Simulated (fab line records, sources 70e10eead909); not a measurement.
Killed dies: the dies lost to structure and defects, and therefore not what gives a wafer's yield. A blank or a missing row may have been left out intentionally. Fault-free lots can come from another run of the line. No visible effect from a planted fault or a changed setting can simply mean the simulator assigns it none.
fab line records || flow nandHarc
[record] {"lots": 9, "wafers": 27, "lastDay": 25}
route steps=1159 shown A_BLC@988 A_M0@1009
lots with no fault: from the same line, run without faults
startH: hours from the record's first day to the start of the lot's first wafer shown || waitH: how many hours have passed since the lot's step before this one || " the same as in the row above || L1.1+2: one row covering several wafers at once || - no value, or no start given || * or withheld: withheld || < > ~ a bound
route shown NAME@n: a module of which the file shows steps, and the number in the route of the first || usual: mean and standard deviation over wafers with no fault || same: alike in all rows || chamber/n: place in a boat || sites: each site's reading || _std_site: standard deviation across them || _edge_site: the outer-site mean with the inner-site mean subtracted || radiusMm: how far each site lies from the wafer's centre || mask NAME#n: copy n || behind: the most recent tool/chamber to have shaped the wafer || hold: why the lot was held/for how many hours/how that ended || device: whichever transistor did not switch (one of n, p or np) || end of line: tests of these same wafers at the route's end || where a step has no rows: the recipe by itself || killed: not the wafer's yield, but the dies lost to structure and defects at the first sort || map: a wafer's dies, marking killed ones x, the rest . and places with no die _
set.NAME: the setting as run; set.NAME@STEP: as run at that earlier step || model.NAME: the simulator's own value behind a step, which no gauge read
the route's steps for a sample of lots (tables are steps, rows are wafers)
services: from which hour (startH, from the record's first day; less than 0 if before it) a tool's chamber was out of use, for how many hours, and why
[[steps]]
[step NHARC_A_BLC_ALD_23]
[recipe] {"targetThkA": 30, "pulseTimeS": 1, "aldCycles": 150, "tempC": 450, "material": "TiN"}
[usual] {"heaterPowerW": "1093/97", "precursorPulseHeightRel": "1.002/0.019", "susceptorTempC": "450.01/0.23"}
{"lot.wafer": "L911.3", "tool": "aldMetal-03", "chamber": 2, "startH": 383.08, "waitH": "-", "heaterPowerW": 1124, "precursorPulseHeightRel": 1.036, "sinceWetCleanH": 51, "susceptorTempC": "-"}
{"lot.wafer": "L911.4", "tool": "aldMetal-03", "chamber": 3, "startH": 383.08, "waitH": "-", "heaterPowerW": 1096, "precursorPulseHeightRel": 1.009, "sinceWetCleanH": 51, "susceptorTempC": "-"}
{"lot.wafer": "L911.2", "tool": "aldMetal-03", "chamber": 0, "startH": 383.08, "waitH": "-", "heaterPowerW": 1032, "precursorPulseHeightRel": 0.997, "sinceWetCleanH": 51, "susceptorTempC": "-"}
{"lot.wafer": "L910.1", "tool": "aldMetal-01", "chamber": 1, "startH": 384.23, "waitH": "-", "heaterPowerW": 1016, "precursorPulseHeightRel": 0.964, "sinceWetCleanH": 94, "susceptorTempC": 449.66}
{"lot.wafer": "L910.5", "tool": "aldMetal-01", "chamber": 2, "startH": 384.23, "waitH": "-", "heaterPowerW": 1216, "precursorPulseHeightRel": 1.017, "sinceWetCleanH": "-", "susceptorTempC": 449.82}
{"lot.wafer": "L910.6", "tool": "aldMetal-01", "chamber": 3, "startH": 384.23, "waitH": "-", "heaterPowerW": 1083, "precursorPulseHeightRel": 1.031, "sinceWetCleanH": "-", "susceptorTempC": 449.92}
{"lot.wafer": "L918.2", "tool": "aldMetal-03", "chamber": 2, "startH": 448.38, "waitH": "-", "heaterPowerW": 1126, "precursorPulseHeightRel": 1.009, "sinceWetCleanH": 116, "susceptorTempC": 450.02}
{"lot.wafer": "L918.6", "tool": "aldMetal-03", "chamber": 3, "startH": 448.38, "waitH": "-", "heaterPowerW": 1115, "precursorPulseHeightRel": 1.019, "sinceWetCleanH": "-", "susceptorTempC": 449.97}
{"lot.wafer": "L918.5", "tool": "aldMetal-03", "chamber": 0, "startH": 448.38, "waitH": "-", "heaterPowerW": 1025, "precursorPulseHeightRel": 1.012, "sinceWetCleanH": "-", "susceptorTempC": 449.83}
{"lot.wafer": "L920.4", "tool": "aldMetal-02", "chamber": 1, "startH": 449.20, "waitH": "-", "heaterPowerW": 845, "precursorPulseHeightRel": 1.009, "sinceWetCleanH": 75, "susceptorTempC": 449.88}
{"lot.wafer": "L920.5", "tool": "aldMetal-02", "chamber": 1, "startH": 449.20, "waitH": "-", "heaterPowerW": 858, "precursorPulseHeightRel": 1.016, "sinceWetCleanH": "-", "susceptorTempC": 450.09}
{"lot.wafer": "L920.6", "tool": "aldMetal-02", "chamber": 2, "startH": 449.20, "waitH": "-", "heaterPowerW": 914, "precursorPulseHeightRel": 1.019, "sinceWetCleanH": "-", "susceptorTempC": 449.97}
{"lot.wafer": "L923.4", "tool": "aldMetal-03", "chamber": 1, "startH": 471.66, "waitH": "-", "heaterPowerW": 1055, "precursorPulseHeightRel": 1.004, "sinceWetCleanH": 140, "susceptorTempC": 449.87}
{"lot.wafer": "L923.1", "tool": "aldMetal-03", "chamber": 3, "startH": 471.66, "waitH": "-", "heaterPowerW": 1143, "precursorPulseHeightRel": 1.014, "sinceWetCleanH": 140, "susceptorTempC": 449.95}
{"lot.wafer": "L923.5", "tool": "aldMetal-03", "chamber": 1, "startH": 471.66, "waitH": "-", "heaterPowerW": 1078, "precursorPulseHeightRel": 1.008, "sinceWetCleanH": "-", "susceptorTempC": 450.19}
{"lot.wafer": "L929.3", "tool": "aldMetal-01", "chamber": 2, "startH": 503.37, "waitH": "-", "heaterPowerW": 1236, "precursorPulseHeightRel": 1.000, "sinceWetCleanH": 35, "susceptorTempC": 450.21}
{"lot.wafer": "L929.4", "tool": "aldMetal-01", "chamber": 2, "startH": 503.37, "waitH": "-", "heaterPowerW": 1198, "precursorPulseHeightRel": 0.982, "sinceWetCleanH": "-", "susceptorTempC": 450.24}
{"lot.wafer": "L929.6", "tool": "aldMetal-01", "chamber": 3, "startH": 503.37, "waitH": "-", "heaterPowerW": 1111, "precursorPulseHeightRel": 1.016, "sinceWetCleanH": "-", "susceptorTempC": 449.67}
{"lot.wafer": "L932.2", "tool": "aldMetal-01", "chamber": 0, "startH": 526.35, "waitH": "-", "heaterPowerW": 1116, "precursorPulseHeightRel": 1.001, "sinceWetCleanH": 58, "susceptorTempC": 449.60}
{"lot.wafer": "L932.1", "tool": "aldMetal-01", "chamber": 2, "startH": 526.35, "waitH": "-", "heaterPowerW": 1214, "precursorPulseHeightRel": 0.992, "sinceWetCleanH": 58, "susceptorTempC": 449.88}
{"lot.wafer": "L932.5", "tool": "aldMetal-01", "chamber": 1, "startH": 526.35, "waitH": "-", "heaterPowerW": 973, "precursorPulseHeightRel": 0.977, "sinceWetCleanH": "-", "susceptorTempC": 449.97}
{"lot.wafer": "L931.2", "tool": "aldMetal-03", "chamber": 1, "startH": 529.66, "waitH": "-", "heaterPowerW": 1160, "precursorPulseHeightRel": 0.984, "sinceWetCleanH": 20, "susceptorTempC": 449.58}
{"lot.wafer": "L931.4", "tool": "aldMetal-03", "chamber": 3, "startH": 529.66, "waitH": "-", "heaterPowerW": 1143, "precursorPulseHeightRel": 0.947, "sinceWetCleanH": 20, "susceptorTempC": 450.26}
{"lot.wafer": "L931.5", "tool": "aldMetal-03", "chamber": 1, "startH": 529.66, "waitH": "-", "heaterPowerW": 1135, "precursorPulseHeightRel": 0.981, "sinceWetCleanH": "-", "susceptorTempC": 449.69}
{"lot.wafer": "L933.3", "tool": "aldMetal-01", "chamber": 3, "startH": 544.11, "waitH": "-", "heaterPowerW": 1106, "precursorPulseHeightRel": 1.017, "sinceWetCleanH": 76, "susceptorTempC": 449.83}
{"lot.wafer": "L933.2", "tool": "aldMetal-01", "chamber": 0, "startH": 544.11, "waitH": "-", "heaterPowerW": 1147, "precursorPulseHeightRel": 1.006, "sinceWetCleanH": 76, "susceptorTempC": 449.94}
{"lot.wafer": "L933.5", "tool": "aldMetal-01", "chamber": 3, "startH": 544.11, "waitH": "-", "heaterPowerW": 1091, "precursorPulseHeightRel": 1.006, "sinceWetCleanH": "-", "susceptorTempC": 450.09}
[step NHARC_A_M0_ETCH_15]
[recipe] {"targetDepthA": 1500, "overetchA": 150, "timeS": 82.5, "c4f8FlowSccm": "withheld", "arFlowSccm": 400, "rfW": 600, "biasW": 300, "chemistry": "C4F8/Ar"}
[usual] {"chamberPressureMTorr": "24.997/0.026", "oesProductAu": "0.947/0.026", "rfVppV": "440.5/2.8"}
{"lot.wafer": "L911.4", "tool": "rieDiel-06", "chamber": 0, "startH": "-", "waitH": "-", "chamberPressureMTorr": 24.994, "oesProductAu": 0.926, "rfHoursCounterH": 11, "rfVppV": 437.1}
{"lot.wafer": "L911.3", "tool": "rieDiel-06", "chamber": 2, "startH": "-", "waitH": "-", "chamberPressureMTorr": 24.983, "oesProductAu": 0.929, "rfHoursCounterH": 13, "rfVppV": 442.3}
{"lot.wafer": "L911.2", "tool": "rieDiel-06", "chamber": 3, "startH": "-", "waitH": "-", "chamberPressureMTorr": 25.024, "oesProductAu": 0.927, "rfHoursCounterH": 11, "rfVppV": 439.1}
{"lot.wafer": "L910.1", "tool": "rieDiel-11", "chamber": 0, "startH": "-", "waitH": "-", "chamberPressureMTorr": 25.025, "oesProductAu": 0.958, "rfHoursCounterH": 2, "rfVppV": 443.6}
{"lot.wafer": "L910.6", "tool": "rieDiel-11", "chamber": 1, "startH": "-", "waitH": "-", "chamberPressureMTorr": 24.985, "oesProductAu": 0.983, "rfHoursCounterH": "-", "rfVppV": 438.2}
{"lot.wafer": "L910.5", "tool": "rieDiel-11", "chamber": 2, "startH": "-", "waitH": "-", "chamberPressureMTorr": 24.961, "oesProductAu": 0.964, "rfHoursCounterH": "-", "rfVppV": 442.3}
{"lot.wafer": "L918.2", "tool": "rieDiel-04", "chamber": 2, "startH": "-", "waitH": "-", "chamberPressureMTorr": 24.997, "oesProductAu": 0.920, "rfHoursCounterH": 11, "rfVppV": 441.4}
{"lot.wafer": "L918.5", "tool": "rieDiel-04", "chamber": 0, "startH": "-", "waitH": "-", "chamberPressureMTorr": 25.013, "oesProductAu": 0.933, "rfHoursCounterH": "-", "rfVppV": 442.7}
{"lot.wafer": "L918.6", "tool": "rieDiel-04", "chamber": 2, "startH": "-", "waitH": "-", "chamberPressureMTorr": 24.977, "oesProductAu": 0.923, "rfHoursCounterH": "-", "rfVppV": 442.2}
{"lot.wafer": "L920.4", "tool": "rieDiel-11", "chamber": 3, "startH": "-", "waitH": "-", "chamberPressureMTorr": 25.020, "oesProductAu": 0.923, "rfHoursCounterH": 5, "rfVppV": 444.2}
{"lot.wafer": "L920.6", "tool": "rieDiel-11", "chamber": 3, "startH": "-", "waitH": "-", "chamberPressureMTorr": 24.996, "oesProductAu": 0.906, "rfHoursCounterH": "-", "rfVppV": 445.4}
{"lot.wafer": "L920.5", "tool": "rieDiel-11", "chamber": 0, "startH": "-", "waitH": "-", "chamberPressureMTorr": 25.013, "oesProductAu": 0.910, "rfHoursCounterH": "-", "rfVppV": 443.4}
{"lot.wafer": "L923.1", "tool": "rieDiel-06", "chamber": 3, "startH": "-", "waitH": "-", "chamberPressureMTorr": 24.988, "oesProductAu": 0.918, "rfHoursCounterH": 4, "rfVppV": 440.6}
{"lot.wafer": "L923.4", "tool": "rieDiel-06", "chamber": 0, "startH": "-", "waitH": "-", "chamberPressureMTorr": 25.049, "oesProductAu": 0.933, "rfHoursCounterH": 4, "rfVppV": 435.3}
{"lot.wafer": "L923.5", "tool": "rieDiel-06", "chamber": 3, "startH": "-", "waitH": "-", "chamberPressureMTorr": 25.035, "oesProductAu": 0.929, "rfHoursCounterH": "-", "rfVppV": 439.3}
{"lot.wafer": "L929.4", "tool": "rieDiel-04", "chamber": 0, "startH": "-", "waitH": "-", "chamberPressureMTorr": 25.002, "oesProductAu": 0.956, "rfHoursCounterH": 2, "rfVppV": 443.4}
{"lot.wafer": "L929.3", "tool": "rieDiel-04", "chamber": 2, "startH": "-", "waitH": "-", "chamberPressureMTorr": 25.021, "oesProductAu": 0.982, "rfHoursCounterH": 2, "rfVppV": 439.9}
{"lot.wafer": "L929.6", "tool": "rieDiel-04", "chamber": 0, "startH": "-", "waitH": "-", "chamberPressureMTorr": 24.958, "oesProductAu": 0.958, "rfHoursCounterH": "-", "rfVppV": 441.9}
{"lot.wafer": "L932.2", "tool": "rieDiel-06", "chamber": 1, "startH": "-", "waitH": "-", "chamberPressureMTorr": 25.014, "oesProductAu": 0.915, "rfHoursCounterH": 8, "rfVppV": 438.4}
{"lot.wafer": "L932.1", "tool": "rieDiel-06", "chamber": 3, "startH": "-", "waitH": "-", "chamberPressureMTorr": 25.016, "oesProductAu": 0.934, "rfHoursCounterH": 8, "rfVppV": 439.9}
{"lot.wafer": "L932.5", "tool": "rieDiel-06", "chamber": 1, "startH": "-", "waitH": "-", "chamberPressureMTorr": 24.976, "oesProductAu": 0.921, "rfHoursCounterH": "-", "rfVppV": 436.8}
{"lot.wafer": "L931.4", "tool": "rieDiel-11", "chamber": 0, "startH": "-", "waitH": "-", "chamberPressureMTorr": 25.019, "oesProductAu": 0.911, "rfHoursCounterH": 10, "rfVppV": 444.0}
{"lot.wafer": "L931.2", "tool": "rieDiel-11", "chamber": 1, "startH": "-", "waitH": "-", "chamberPressureMTorr": 24.989, "oesProductAu": 0.927, "rfHoursCounterH": 9, "rfVppV": 437.2}
{"lot.wafer": "L931.5", "tool": "rieDiel-11", "chamber": 0, "startH": "-", "waitH": "-", "chamberPressureMTorr": 25.039, "oesProductAu": 0.921, "rfHoursCounterH": "-", "rfVppV": 444.3}
{"lot.wafer": "L933.3", "tool": "rieDiel-06", "chamber": 1, "startH": "-", "waitH": "-", "chamberPressureMTorr": 24.997, "oesProductAu": 0.912, "rfHoursCounterH": 10, "rfVppV": 438.5}
{"lot.wafer": "L933.2", "tool": "rieDiel-06", "chamber": 0, "startH": "-", "waitH": "-", "chamberPressureMTorr": 25.035, "oesProductAu": 0.934, "rfHoursCounterH": 10, "rfVppV": 437.6}
{"lot.wafer": "L933.5", "tool": "rieDiel-06", "chamber": 1, "startH": "-", "waitH": "-", "chamberPressureMTorr": 24.979, "oesProductAu": 0.918, "rfHoursCounterH": "-", "rfVppV": 437.8}
[step NHARC_A_M0_PVD_21]
[recipe] {"targetThkA": 300, "chamberPressurePa": 5, "powerW": 5000, "substrateTempC": 30, "timeS": 20.49, "material": "Cu"}
[usual] {"substrateTempC": "30.01/0.12", "throttleValvePct": "30.3/0.96"}
{"lot.wafer": "L911.2", "tool": "pvdSputter-01", "chamber": "-", "startH": "-", "waitH": "-", "substrateTempC": 30.05, "throttleValvePct": 29.8}
{"lot.wafer": "L911.3", "tool": "pvdSputter-01", "chamber": "-", "startH": "-", "waitH": "-", "substrateTempC": 29.83, "throttleValvePct": 29.9}
{"lot.wafer": "L911.4", "tool": "pvdSputter-01", "chamber": "-", "startH": "-", "waitH": "-", "substrateTempC": 29.89, "throttleValvePct": 30.2}
{"lot.wafer": "L910.1", "tool": "pvdSputter-03", "chamber": "-", "startH": "-", "waitH": "-", "substrateTempC": 30.06, "throttleValvePct": 31.4}
{"lot.wafer": "L910.5", "tool": "pvdSputter-03", "chamber": "-", "startH": "-", "waitH": "-", "substrateTempC": 30.02, "throttleValvePct": 31.8}
{"lot.wafer": "L910.6", "tool": "pvdSputter-03", "chamber": "-", "startH": "-", "waitH": "-", "substrateTempC": 29.79, "throttleValvePct": 31.7}
{"lot.wafer": "L918.2", "tool": "pvdSputter-01", "chamber": "-", "startH": "-", "waitH": "-", "substrateTempC": 29.97, "throttleValvePct": 29.9}
{"lot.wafer": "L918.6", "tool": "pvdSputter-01", "chamber": "-", "startH": "-", "waitH": "-", "substrateTempC": 29.94, "throttleValvePct": 29.9}
{"lot.wafer": "L918.5", "tool": "pvdSputter-01", "chamber": "-", "startH": "-", "waitH": "-", "substrateTempC": 29.91, "throttleValvePct": 30.0}
{"lot.wafer": "L920.4", "tool": "pvdSputter-03", "chamber": "-", "startH": "-", "waitH": "-", "substrateTempC": 30.06, "throttleValvePct": 31.6}
{"lot.wafer": "L920.6", "tool": "pvdSputter-03", "chamber": "-", "startH": "-", "waitH": "-", "substrateTempC": 30.06, "throttleValvePct": 31.7}
{"lot.wafer": "L920.5", "tool": "pvdSputter-03", "chamber": "-", "startH": "-", "waitH": "-", "substrateTempC": 29.88, "throttleValvePct": 31.4}
{"lot.wafer": "L923.1", "tool": "pvdSputter-01", "chamber": "-", "startH": "-", "waitH": "-", "substrateTempC": 30.04, "throttleValvePct": 30.0}
{"lot.wafer": "L923.4", "tool": "pvdSputter-01", "chamber": "-", "startH": "-", "waitH": "-", "substrateTempC": 29.96, "throttleValvePct": 30.4}
{"lot.wafer": "L923.5", "tool": "pvdSputter-01", "chamber": "-", "startH": "-", "waitH": "-", "substrateTempC": 30.09, "throttleValvePct": 30.2}
{"lot.wafer": "L929.4", "tool": "pvdSputter-03", "chamber": "-", "startH": "-", "waitH": "-", "substrateTempC": 30.10, "throttleValvePct": 31.1}
{"lot.wafer": "L929.3", "tool": "pvdSputter-03", "chamber": "-", "startH": "-", "waitH": "-", "substrateTempC": 29.88, "throttleValvePct": 30.1}
{"lot.wafer": "L929.6", "tool": "pvdSputter-03", "chamber": "-", "startH": "-", "waitH": "-", "substrateTempC": 29.90, "throttleValvePct": 31.3}
{"lot.wafer": "L932.1", "tool": "pvdSputter-01", "chamber": "-", "startH": "-", "waitH": "-", "substrateTempC": 30.22, "throttleValvePct": 30.9}
{"lot.wafer": "L932.2", "tool": "pvdSputter-01", "chamber": "-", "startH": "-", "waitH": "-", "substrateTempC": 29.90, "throttleValvePct": 30.3}
{"lot.wafer": "L932.5", "tool": "pvdSputter-01", "chamber": "-", "startH": "-", "waitH": "-", "substrateTempC": 29.95, "throttleValvePct": 29.9}
{"lot.wafer": "L931.2", "tool": "pvdSputter-03", "chamber": "-", "startH": "-", "waitH": "-", "substrateTempC": 30.15, "throttleValvePct": 31.1}
{"lot.wafer": "L931.4", "tool": "pvdSputter-03", "chamber": "-", "startH": "-", "waitH": "-", "substrateTempC": 30.17, "throttleValvePct": 31.0}
{"lot.wafer": "L931.5", "tool": "pvdSputter-03", "chamber": "-", "startH": "-", "waitH": "-", "substrateTempC": 30.13, "throttleValvePct": 30.1}
{"lot.wafer": "L933.2", "tool": "pvdSputter-01", "chamber": "-", "startH": "-", "waitH": "-", "substrateTempC": 30.02, "throttleValvePct": 30.1}
{"lot.wafer": "L933.3", "tool": "pvdSputter-01", "chamber": "-", "startH": "-", "waitH": "-", "substrateTempC": 30.12, "throttleValvePct": 30.8}
{"lot.wafer": "L933.5", "tool": "pvdSputter-01", "chamber": "-", "startH": "-", "waitH": "-", "substrateTempC": 29.87, "throttleValvePct": 29.7}
[step NHARC_A_M0_ECD_22]
[recipe] {"targetThkA": 4000, "bathTempC": 25, "material": "Cu"}
{"lot.wafer": "L911.2+3+4", "tool": "ecdCu-02", "chamber": "1,1,0", "startH": 396.94, "waitH": "-"}
{"lot.wafer": "L910.1+6+5", "tool": "ecdCu-02", "chamber": "1,1,0", "startH": 400.31, "waitH": "-"}
{"lot.wafer": "L918.2+5+6", "tool": "ecdCu-02", "chamber": "0,0,1", "startH": 454.69, "waitH": "-"}
{"lot.wafer": "L920.4+6+5", "tool": "ecdCu-02", "chamber": "0,1,0", "startH": 455.44, "waitH": "-"}
{"lot.wafer": "L923.1+4+5", "tool": "ecdCu-01", "chamber": 1, "startH": 477.44, "waitH": "-"}
{"lot.wafer": "L929.4+3+6", "tool": "ecdCu-01", "chamber": "1,0,0", "startH": 506.86, "waitH": "-"}
{"lot.wafer": "L932.2+1+5", "tool": "ecdCu-01", "chamber": "1,0,1", "startH": 533.69, "waitH": "-"}
{"lot.wafer": "L931.2+4+5", "tool": "ecdCu-02", "chamber": "1,0,0", "startH": 543.23, "waitH": "-"}
{"lot.wafer": "L933.2+3+5", "tool": "ecdCu-02", "chamber": "0,0,1", "startH": 553.08, "waitH": "-"}
[step NHARC_A_M0_CMP_23]
[recipe] {"tOverpolishS": 20, "targetThkNm": 113.75}
[usual] {"motorCurrentA": "11.7/1.2", "timeToEndpointS": "29.7/2.8"}
{"lot.wafer": "L911.3", "tool": "cmp-01", "chamber": 0, "startH": 397.66, "waitH": "-", "motorCurrentA": 13.5, "timeToEndpointS": 25.5}
{"lot.wafer": "L911.4", "tool": "cmp-01", "chamber": 2, "startH": 397.66, "waitH": "-", "motorCurrentA": 13.9, "timeToEndpointS": 29.2}
{"lot.wafer": "L911.2", "tool": "cmp-01", "chamber": 3, "startH": 397.66, "waitH": "-", "motorCurrentA": 11.4, "timeToEndpointS": 27.1}
{"lot.wafer": "L910.1", "tool": "cmp-01", "chamber": 2, "startH": 401.09, "waitH": "-", "motorCurrentA": 14.6, "timeToEndpointS": 26.5}
{"lot.wafer": "L910.5", "tool": "cmp-01", "chamber": 0, "startH": 401.09, "waitH": "-", "motorCurrentA": 12.7, "timeToEndpointS": 29.1}
{"lot.wafer": "L910.6", "tool": "cmp-01", "chamber": 1, "startH": 401.09, "waitH": "-", "motorCurrentA": 11.6, "timeToEndpointS": 32.7}
{"lot.wafer": "L918.2", "tool": "cmp-04", "chamber": 3, "startH": 455.43, "waitH": "-", "motorCurrentA": 12.7, "timeToEndpointS": 11.1}
{"lot.wafer": "L918.6", "tool": "cmp-04", "chamber": 3, "startH": 455.43, "waitH": "-", "motorCurrentA": 11.8, "timeToEndpointS": 31.1}
{"lot.wafer": "L918.5", "tool": "cmp-04", "chamber": 0, "startH": 455.43, "waitH": "-", "motorCurrentA": 11.6, "timeToEndpointS": 9.9}
{"lot.wafer": "L920.4", "tool": "cmp-04", "chamber": 3, "startH": 456.02, "waitH": "-", "motorCurrentA": 12.6, "timeToEndpointS": 8.1}
{"lot.wafer": "L920.5", "tool": "cmp-04", "chamber": 3, "startH": 456.02, "waitH": "-", "motorCurrentA": 11.9, "timeToEndpointS": 11.2}
{"lot.wafer": "L920.6", "tool": "cmp-04", "chamber": 0, "startH": 456.02, "waitH": "-", "motorCurrentA": 11.9, "timeToEndpointS": 30.6}
{"lot.wafer": "L923.1", "tool": "cmp-02", "chamber": 2, "startH": 478.25, "waitH": "-", "motorCurrentA": 10.2, "timeToEndpointS": 32.6}
{"lot.wafer": "L923.4", "tool": "cmp-02", "chamber": 3, "startH": 478.25, "waitH": "-", "motorCurrentA": 11.7, "timeToEndpointS": 34.5}
{"lot.wafer": "L923.5", "tool": "cmp-02", "chamber": 0, "startH": 478.25, "waitH": "-", "motorCurrentA": 11.2, "timeToEndpointS": 32.5}
{"lot.wafer": "L929.4", "tool": "cmp-02", "chamber": 3, "startH": 507.51, "waitH": "-", "motorCurrentA": 11.5, "timeToEndpointS": 27.3}
{"lot.wafer": "L929.3", "tool": "cmp-02", "chamber": 0, "startH": 507.51, "waitH": "-", "motorCurrentA": 10.5, "timeToEndpointS": 28.6}
{"lot.wafer": "L929.6", "tool": "cmp-02", "chamber": 2, "startH": 507.51, "waitH": "-", "motorCurrentA": 9.6, "timeToEndpointS": 26.8}
{"lot.wafer": "L932.2", "tool": "cmp-01", "chamber": 0, "startH": 534.44, "waitH": "-", "motorCurrentA": 12.9, "timeToEndpointS": 27.9}
{"lot.wafer": "L932.1", "tool": "cmp-01", "chamber": 2, "startH": 534.44, "waitH": "-", "motorCurrentA": 13.9, "timeToEndpointS": 28.9}
{"lot.wafer": "L932.5", "tool": "cmp-01", "chamber": 3, "startH": 534.44, "waitH": "-", "motorCurrentA": 11.5, "timeToEndpointS": 27.2}
{"lot.wafer": "L931.4", "tool": "cmp-01", "chamber": 2, "startH": 544.01, "waitH": "-", "motorCurrentA": 13.7, "timeToEndpointS": 28.1}
{"lot.wafer": "L931.2", "tool": "cmp-01", "chamber": 3, "startH": 544.01, "waitH": "-", "motorCurrentA": 11.6, "timeToEndpointS": 26.8}
{"lot.wafer": "L931.5", "tool": "cmp-01", "chamber": 0, "startH": 544.01, "waitH": "-", "motorCurrentA": 12.6, "timeToEndpointS": 26.3}
{"lot.wafer": "L933.3", "tool": "cmp-04", "chamber": 3, "startH": 553.82, "waitH": "-", "motorCurrentA": 12.0, "timeToEndpointS": 32.8}
{"lot.wafer": "L933.2", "tool": "cmp-04", "chamber": 1, "startH": 553.82, "waitH": "-", "motorCurrentA": 11.8, "timeToEndpointS": 33.2}
{"lot.wafer": "L933.5", "tool": "cmp-04", "chamber": 0, "startH": 553.82, "waitH": "-", "motorCurrentA": 11.7, "timeToEndpointS": 33.3}
[[services]]
{"tool": "rieDiel-06", "chamber": 1, "startH": 360.41, "hours": 8.9, "kind": "repair"}
{"tool": "aldMetal-03", "chamber": 3, "startH": 364.04, "hours": 6.3, "kind": "repair"}
{"tool": "rieDiel-11", "chamber": "-", "startH": 366.50, "hours": 9.0, "kind": "pm"}
{"tool": "cmp-04", "chamber": "-", "startH": 368.02, "hours": 1.4, "kind": "repair"}
{"tool": "cmp-01", "chamber": "-", "startH": 375.81, "hours": 4.0, "kind": "pm"}
{"tool": "rieDiel-06", "chamber": "-", "startH": 418.20, "hours": 9.0, "kind": "pm"}
{"tool": "ecdCu-02", "chamber": "-", "startH": 427.95, "hours": 2.6, "kind": "repair"}
{"tool": "rieDiel-06", "chamber": 2, "startH": 454.50, "hours": 7.5, "kind": "repair"}
{"tool": "aldMetal-01", "chamber": "-", "startH": 458.00, "hours": 10.0, "kind": "pm"}
{"tool": "pvdSputter-01", "chamber": "-", "startH": 464.32, "hours": 6.8, "kind": "repair"}
{"tool": "pvdSputter-03", "chamber": "-", "startH": 469.78, "hours": 10.0, "kind": "pm"}
{"tool": "cmp-01", "chamber": "-", "startH": 473.81, "hours": 4.0, "kind": "pm"}
{"tool": "pvdSputter-03", "chamber": "-", "startH": 492.24, "hours": 10.0, "kind": "repair"}
{"tool": "aldMetal-01", "chamber": 1, "startH": 492.52, "hours": 32.7, "kind": "repair"}
{"tool": "aldMetal-03", "chamber": "-", "startH": 500.00, "hours": 10.0, "kind": "pm"}
{"tool": "rieDiel-06", "chamber": "-", "startH": 504.55, "hours": 0.7, "kind": "repair"}
{"tool": "pvdSputter-03", "chamber": "-", "startH": 508.54, "hours": 2.2, "kind": "repair"}
{"tool": "pvdSputter-01", "chamber": "-", "startH": 514.00, "hours": 10.0, "kind": "pm"}
{"tool": "cmp-01", "chamber": "-", "startH": 521.09, "hours": 1.1, "kind": "repair"}
{"tool": "aldMetal-03", "chamber": 0, "startH": 530.65, "hours": 2.3, "kind": "repair"}
{"tool": "ecdCu-02", "chamber": "-", "startH": 532.05, "hours": 8.0, "kind": "pm"}
{"tool": "aldMetal-01", "chamber": 1, "startH": 532.19, "hours": 8.7, "kind": "repair"}
{"tool": "pvdSputter-03", "chamber": "-", "startH": 535.15, "hours": 3.3, "kind": "repair"}
{"tool": "aldMetal-03", "chamber": "-", "startH": 547.73, "hours": 0.5, "kind": "repair"}
[[key]]
[firstSign] {"step": "NHARC_A_M0_CMP_23", "reading": "timeToEndpointS", "direction": "down", "sigmas": 7.1, "usual": "*", "struck": "*"}
effect none on later readings
metAt NHARC_A_M0_ECD_22
struckLots L918,L920
struckWafers L918.2,L918.5,L920.4,L920.5
laterRowsLeftOut L918.2,L918.5,L920.4,L920.5
sortLeftOut L918.2,L918.5,L920.4,L920.5
notActingAt NHARC_A_BLC_ALD_23,NHARC_A_M0_ETCH_15,NHARC_A_M0_PVD_21
onsetBetween 400.31 454.69
[fault] {"kind": "processParameterDrift", "tool": "ecdCu-02", "chamber": 0, "onsetH": 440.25, "steps": "NHARC_A_M0_ECD_22", "channel": "targetThkA", "offset": "*", "shape": "step", "endH": 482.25, "actsIn": "*", "stated": "*"}
// sortLeftOut: the simulated sort isn't trusted on such a fault, so these wafers' sort isn't shown, and their yield isn't known
// laterRowsLeftOut: the simulator's readings of these wafers behind a module that went badly wrong aren't trusted and aren't shown, but for the sort
